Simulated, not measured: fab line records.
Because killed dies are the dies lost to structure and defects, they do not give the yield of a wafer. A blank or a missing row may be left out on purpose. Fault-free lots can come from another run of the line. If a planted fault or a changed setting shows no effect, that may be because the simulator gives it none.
Matching of chambers :: flow nand-harc :: NHARC_A_WL_FILL_ALD_19 on ald-metal-04 has 4 sister chambers
The step deposits TiN, target thk 2 nm, pulse time 3 s, ald cycles 100. 18 wafers are shown with their chamber, then 9 later ones without.

## EACH WAFER AND ITS CHAMBER
wafer: L081.2
chamber: 3
heater-power-w (W): 1162
precursor-pulse-height-rel: 1.000

wafer: L081.3
chamber: 0
heater-power-w (W): 977
precursor-pulse-height-rel: 0.980

wafer: L081.5
chamber: 3
heater-power-w (W): 1182
precursor-pulse-height-rel: 1.015

wafer: L082.1
chamber: 0
heater-power-w (W): 999
precursor-pulse-height-rel: 1.011

wafer: L082.2
chamber: 2
heater-power-w (W): 1233
precursor-pulse-height-rel: 0.991

wafer: L082.4
chamber: 1
heater-power-w (W): 1283
precursor-pulse-height-rel: 1.014

wafer: L084.1
chamber: 3
heater-power-w (W): 1173
precursor-pulse-height-rel: 1.017

wafer: L084.2
chamber: 1
heater-power-w (W): 1324
precursor-pulse-height-rel: 1.012

wafer: L084.6
chamber: 0
heater-power-w (W): 1015
precursor-pulse-height-rel: 0.964

wafer: L085.1
chamber: 1
heater-power-w (W): 1291
precursor-pulse-height-rel: 1.001

wafer: L085.3
chamber: 0
heater-power-w (W): 1003
precursor-pulse-height-rel: 1.003

wafer: L085.6
chamber: 1
heater-power-w (W): 1315
precursor-pulse-height-rel: 1.019

wafer: L088.1
chamber: 2
heater-power-w (W): 1219
precursor-pulse-height-rel: 0.980

wafer: L088.5
chamber: 1
heater-power-w (W): 1319
precursor-pulse-height-rel: 1.013

wafer: L088.6
chamber: 2
heater-power-w (W): 1189
precursor-pulse-height-rel: 0.983

wafer: L091.1
chamber: 3
heater-power-w (W): 1160
precursor-pulse-height-rel: 1.017

wafer: L091.2
chamber: 0
heater-power-w (W): 1000
precursor-pulse-height-rel: 0.999

wafer: L091.3
chamber: 2
heater-power-w (W): 1224
precursor-pulse-height-rel: 1.003

SIGNATURES (means of the wafers above)
reading: heater-power-w
chamber 0: 998.80
chamber 1: 1306.40
chamber 2: 1216.25
chamber 3: 1169.25
scatter within a chamber: 15.8

reading: precursor-pulse-height-rel
chamber 0: 0.99140
chamber 1: 1.01180
chamber 2: 0.98925
chamber 3: 1.01225
scatter within a chamber: 0.0124
Rule: for each reading, subtract the chamber's mean from the wafer's reading, divide by that reading's scatter and square the result; add these up over the readings and take the root, which gives the wafer's distance from the chamber. The wafer belongs to the nearest chamber; if the next one is less than 2 further off, it can't be placed. The scatter: take each reading less its chamber's mean, square it, sum over the shown wafers, divide by the number of wafers less the number of chambers, and take the root.

## WAFERS MISSING THEIR CHAMBER
wafer: L091.4
heater-power-w (W): 1267
precursor-pulse-height-rel: 1.007

wafer: L091.5
heater-power-w (W): 1210
precursor-pulse-height-rel: 0.988

wafer: L091.6
heater-power-w (W): 1305
precursor-pulse-height-rel: 0.990

wafer: L093.3
heater-power-w (W): 1235
precursor-pulse-height-rel: 1.026

wafer: L093.5
heater-power-w (W): 991
precursor-pulse-height-rel: 1.025

wafer: L093.6
heater-power-w (W): 1191
precursor-pulse-height-rel: 1.007

wafer: L095.1
heater-power-w (W): 1107
precursor-pulse-height-rel: 0.979

wafer: L095.5
heater-power-w (W): 1213
precursor-pulse-height-rel: 0.991

wafer: L095.6
heater-power-w (W): 1283
precursor-pulse-height-rel: 0.999

## WHICH CHAMBER EACH ONE RAN IN
wafer: L091.4
from the rows above: can't be placed: 1 or 2
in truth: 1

wafer: L091.5
from the rows above: 2
in truth: 2

wafer: L091.6
from the rows above: 1
in truth: 1

wafer: L093.3
from the rows above: can't be placed: 2 or 3 or 1
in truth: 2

wafer: L093.5
from the rows above: 0
in truth: 0

wafer: L093.6
from the rows above: can't be placed: 3 or 2
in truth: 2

wafer: L095.1
from the rows above: 3
in truth: 3

wafer: L095.5
from the rows above: 2
in truth: 2

wafer: L095.6
from the rows above: 1
in truth: 1
Placed correctly: 6 of 9. Unplaceable from these rows: 3, with the true chamber sitting among the candidates in 3. Number placed wrongly: 0.
